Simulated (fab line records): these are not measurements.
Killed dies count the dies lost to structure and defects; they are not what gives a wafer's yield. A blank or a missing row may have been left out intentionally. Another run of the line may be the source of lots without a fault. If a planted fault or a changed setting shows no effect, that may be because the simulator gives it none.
Chamber matching ; flow n5 finfet ; rie diel-04 running N5_BEOL_M4_STRIP_66: 4 sister chambers
The step strips in CF4. 8 wafers are shown with their chamber, then 12 later ones without.

## EACH WAFER AND ITS CHAMBER
wafer;chamber;drypump motor current A (A);showerhead plenum p Torr (Torr)
L085.2;1;5.7;1.87
L088.4;2;5.2;1.77
L090.1;2;5.1;1.77
L090.2;3;6.0;1.76
L090.3;1;5.7;1.86
L092.1;3;6.1;1.76
L092.4;0;5.4;1.76
L092.5;0;5.4;1.76

## WAFERS MISSING THEIR CHAMBER
wafer;drypump motor current A (A);showerhead plenum p Torr (Torr)
L094.2;6.0;1.76
L094.3;5.4;1.76
L094.5;6.0;1.76
L095.2;6.0;1.76
L095.4;5.1;1.77
L095.6;6.0;1.76
L096.1;5.4;1.76
L096.2;6.0;1.76
L096.6;6.0;1.76
L097.1;5.4;1.76
L097.2;5.7;1.86
L097.4;6.1;1.76

## WHICH CHAMBER EACH ONE RAN IN
wafer;from the rows above;in truth
L094.2;3;3
L094.3;0;0
L094.5;3;3
L095.2;3;3
L095.4;2;2
L095.6;3;3
L096.1;0;0
L096.2;3;3
L096.6;3;3
L097.1;0;0
L097.2;1;1
L097.4;3;3
Placed correctly: 12 of 12. Number that these rows cannot place: 0. 0 placed wrongly.
How it was worked out, from the rows above alone: a wafer's distance from a chamber is the root of the sum, over the readings, of the square of ((its reading less the chamber's mean) divided by the reading's scatter). If the next closest chamber is less than 2 further off than the closest, the wafer can't be placed; otherwise it belongs to the closest. Each chamber's mean is taken over the wafers shown for it. The scatter: take each reading less its chamber's mean, square it, sum over the shown wafers, divide by the number of wafers less the number of chambers, and take the root.
